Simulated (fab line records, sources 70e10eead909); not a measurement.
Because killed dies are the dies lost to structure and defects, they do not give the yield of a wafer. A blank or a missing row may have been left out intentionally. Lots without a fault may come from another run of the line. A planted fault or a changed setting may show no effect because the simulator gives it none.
Which tool did it? :: flow nandHarc :: 36 wafers from 12 lots sampled at 3 of the route's 1159 steps

WHAT EACH GAUGE READ, for each wafer
NHARC_P_CONTACT_INSPECT_14.
lot: L075
measured: day 5 21:56
on: defectInspect-02
rawDefectCount: 4 3 2

lot: L077
measured: day 6 10:14
on: defectInspect-01
rawDefectCount: 5 6 1

lot: L078
measured: day 6 15:53
on: defectInspect-02
rawDefectCount: 6 2 3

lot: L083
measured: day 7 21:59
on: defectInspect-02
rawDefectCount: 3 2 5

lot: L082
measured: day 8 04:02
on: defectInspect-01
rawDefectCount: 6 6 4

lot: L084
measured: day 8 08:17
on: defectInspect-01
rawDefectCount: 6 10 10

lot: L086
measured: day 9 00:35
on: defectInspect-01
rawDefectCount: 2 1 3

lot: L088
measured: day 9 11:03
on: defectInspect-02
rawDefectCount: 1 3 2

lot: L092
measured: day 9 23:53
on: defectInspect-01
rawDefectCount: 7 5 6

lot: L093
measured: day 10 07:38
on: defectInspect-02
rawDefectCount: 1 6 0

lot: L094
measured: day 10 17:08
on: defectInspect-01
rawDefectCount: 2 4 2

lot: L096
measured: day 11 05:33
on: defectInspect-01
rawDefectCount: 4 4 4

WHAT TOOL EACH LOT RAN ON (gives the tool, then ch and the chambers of the sampled wafers, and finally the start)
lot: L075
NHARC_P_GATE_ETCHBACK_37: rieDiel-01 ch 1,2,3, day 5 18:26 or earlier
NHARC_P_GATE_STRIP_95: plasmaAsher-02 ch 0,1, day 5 18:26

lot: L077
NHARC_P_GATE_ETCHBACK_37: rieDiel-01 ch 0,1,2, day 6 06:38 or earlier
NHARC_P_GATE_STRIP_95: plasmaAsher-02 ch 0,1, day 6 06:38

lot: L078
NHARC_P_GATE_ETCHBACK_37: rieDiel-01 ch 1,2, day 6 12:19 or earlier
NHARC_P_GATE_STRIP_95: plasmaAsher-01 ch 0,1, day 6 12:19

lot: L083
NHARC_P_GATE_ETCHBACK_37: rieDiel-03 ch 0,1,2, day 7 18:23 or earlier
NHARC_P_GATE_STRIP_95: plasmaAsher-02 ch 0,1, day 7 18:23

lot: L082
NHARC_P_GATE_ETCHBACK_37: rieDiel-03 ch 0,2, day 8 00:28 or earlier
NHARC_P_GATE_STRIP_95: plasmaAsher-01 ch 0,1, day 8 00:28

lot: L084
NHARC_P_GATE_ETCHBACK_37: rieDiel-03 ch 1,2,3, day 8 04:43 or earlier
NHARC_P_GATE_STRIP_95: plasmaAsher-02 ch 0,1, day 8 04:43

lot: L086
NHARC_P_GATE_ETCHBACK_37: rieDiel-01 ch 0,1,2, day 8 21:01 or earlier
NHARC_P_GATE_STRIP_95: plasmaAsher-01 ch 0,1, day 8 21:01

lot: L088
NHARC_P_GATE_ETCHBACK_37: rieDiel-01 ch 0,1,2, day 9 07:36 or earlier
NHARC_P_GATE_STRIP_95: plasmaAsher-01 ch 0,1, day 9 07:36

lot: L092
NHARC_P_GATE_ETCHBACK_37: rieDiel-03 ch 0,1,3, day 9 20:28 or earlier
NHARC_P_GATE_STRIP_95: plasmaAsher-01 ch 0,1, day 9 20:28

lot: L093
NHARC_P_GATE_ETCHBACK_37: rieDiel-04 ch 0,3, day 10 03:57 or earlier
NHARC_P_GATE_STRIP_95: plasmaAsher-01 ch 1, day 10 03:57

lot: L094
NHARC_P_GATE_ETCHBACK_37: rieDiel-01 ch 1,2,3, day 10 13:33 or earlier
NHARC_P_GATE_STRIP_95: plasmaAsher-02 ch 0,1, day 10 13:33

lot: L096
NHARC_P_GATE_ETCHBACK_37: rieDiel-01 ch 0,1,3, day 11 01:32 or earlier
NHARC_P_GATE_STRIP_95: plasmaAsher-01 ch 0,1, day 11 01:32
- NHARC_P_GATE_ETCHBACK_37: etches the open film in CHF3/O2, target depth 34.5 nm, time 17.2 s.
- NHARC_P_GATE_STRIP_95: strips in O2.

THE ANSWER, worked out from the rows above alone
Rule: the usual values come from the lots themselves. The widest of any qualifying gaps counts: lots, ordered by their means at a reading, are off when they make up no more than a third of the lots, leave a main group of 4 or more, and stand apart from it by 3 or more times the standard deviation of that group's means. The tables above print the reading to a certain number of digits; a main group whose means all agree to those digits is not used. A lot without any number at a reading at which 4 lots or more have one is off too. Any other lot the step has rows for is counted as sound.
Across all readings shown, no lot is off: no conclusion can be drawn from this.

WHAT THE SIMULATOR HAD PUT IN
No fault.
